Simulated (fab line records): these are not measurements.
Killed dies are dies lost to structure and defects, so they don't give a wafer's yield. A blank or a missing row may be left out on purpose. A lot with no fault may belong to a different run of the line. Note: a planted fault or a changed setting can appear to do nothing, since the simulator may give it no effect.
Which tool was responsible?	flow n5-finfet	route of 1938 steps, sampled at 1 step: 9 lots, 27 wafers

WHAT THE GAUGES READ, wafer by wafer
N5_BEOL_M4_RC_MEAS_101. Usual: DIBL_N 36.5 mV/V, standard deviation 1.4; DIBL_P 36.9 mV/V, standard deviation 1.7; IOFF_N 0.163 nA/um, standard deviation 0.023; IOFF_P 0.22 nA/um, standard deviation 0.032; ION_N 673 uA/um, standard deviation 9; ION_P 462 uA/um, standard deviation 7.5; SS_N 71.6 mV/dec, standard deviation 0.54; SS_P 73.4 mV/dec, standard deviation 0.62; VT_N 249.8 mV, standard deviation 2.8; VT_P -250 mV, standard deviation 3.5.
lot	measured	on	DIBL_N (mV/V)	DIBL_P (mV/V)	IOFF_N (nA/um)	IOFF_P (nA/um)	ION_N (uA/um)	ION_P (uA/um)	SS_N (mV/dec)	SS_P (mV/dec)	VT_N (mV)	VT_P (mV)	flag
L794	day 7 20:49	prober-02	35.6 36.6 35.5	35.4 36.4 35.4	0.143 0.167 0.149	0.19 0.20 0.19	663 665 674	459 450 461	71.8 72.1 71.7	73.3 73.2 72.7	252.3 249.5 251.7	-255 -253 -255	
L800	day 9 05:38	prober-01	35.7 37.9 37.6	35.3 38.6 37.6	0.135 0.182 0.172	0.19 0.24 0.22	663 680 689	459 464 470	71.3 71.5 71.0	73.8 74.6 74.1	253.6 247.2 249.3	-253 -248 -251	
L799	day 9 18:32	prober-02	37.1 38.0 38.9	37.7 39.2 40.3	0.158 0.177 0.197	0.21 0.23 0.26	673 682 686	458 465 460	71.7 71.6 72.0	73.4 73.7 74.4	250.3 247.7 247.2	-253 -250 -249	
L801	day 9 18:59	prober-01	36.0 37.8 37.8	35.8 37.9 37.7	0.153 0.184 0.179	0.19 0.22 0.21	673 667 684	455 450 457	72.0 72.8 72.0	73.9 73.8 73.6	249.3 247.4 245.8	-253 -251 -253	
L806	day 11 05:37	prober-02	37.6 35.4 36.4	38.3 34.8 36.9	0.190 0.134 0.165	0.26 0.19 0.23	675 655 686	466 447 467	71.9 70.7 71.2	73.5 72.7 73.6	247.7 255.9 248.5	-248 -253 -251	
L805	day 11 06:55	prober-02	37.1 36.3 36.3	38.5 37.9 36.7	0.184 0.174 0.162	0.22 0.21 0.20	680 664 667	458 456 450	71.3 72.3 72.1	74.1 73.2 73.7	245.7 247.0 249.6	-253 -251 -253	
L810	day 12 08:54	prober-02	38.2 35.8 35.6	39.0 36.5 35.4	0.202 0.160 0.148	0.26 0.21 0.19	680 660 676	470 454 460	71.1 71.4 71.3	73.4 72.9 73.3	245.6 248.4 250.4	-246 -249 -252	
L811	day 12 12:41	prober-02	36.8 36.8 37.8	38.5 38.7 40.1	0.174 0.182 0.198	0.21 0.24 0.25	686 684 688	462 470 467	71.9 71.7 72.4	73.5 73.6 73.6	247.8 248.8 244.6	-251 -248 -246	
L817	day 13 15:49	prober-02	37.3 38.3 37.7	36.0 37.0 35.6	0.184 0.213 0.183	0.25 0.29 0.25	675 673 673	464 460 462	71.8 71.7 72.7	73.7 74.9 74.1	246.7 245.4 249.9	-246 -246 -247	

TOOL THAT RAN EACH LOT (tool first, then ch and the chambers of the sampled wafers, then the start)
Before these readings, the record contains no process step.

WHAT THE TOOLS THEMSELVES READ (means of the sampled wafers that have a number; where no wafer has one, the mark that the record gives instead)
The record holds no such reading with a usual standard deviation.

THE ANSWER, worked out from the rows above alone
Rule: take the mean of a lot's wafers that have a number; if it is more than 3 standard deviations from the usual mean, the lot is off. Also off: a lot with no number at a reading for which 4 or more lots have one. All remaining lots with rows at the step are treated as sound. The gauges are gone through in route order, then the tools' own readings, and for those a lot's mean is taken as printed above. At the first step where some lot is off, the reading lying furthest off is the one used; lots without a number count as furthest.
Nothing can be told from this: no lot is off at any reading shown.

WHAT HAD BEEN PUT IN BY THE SIMULATOR
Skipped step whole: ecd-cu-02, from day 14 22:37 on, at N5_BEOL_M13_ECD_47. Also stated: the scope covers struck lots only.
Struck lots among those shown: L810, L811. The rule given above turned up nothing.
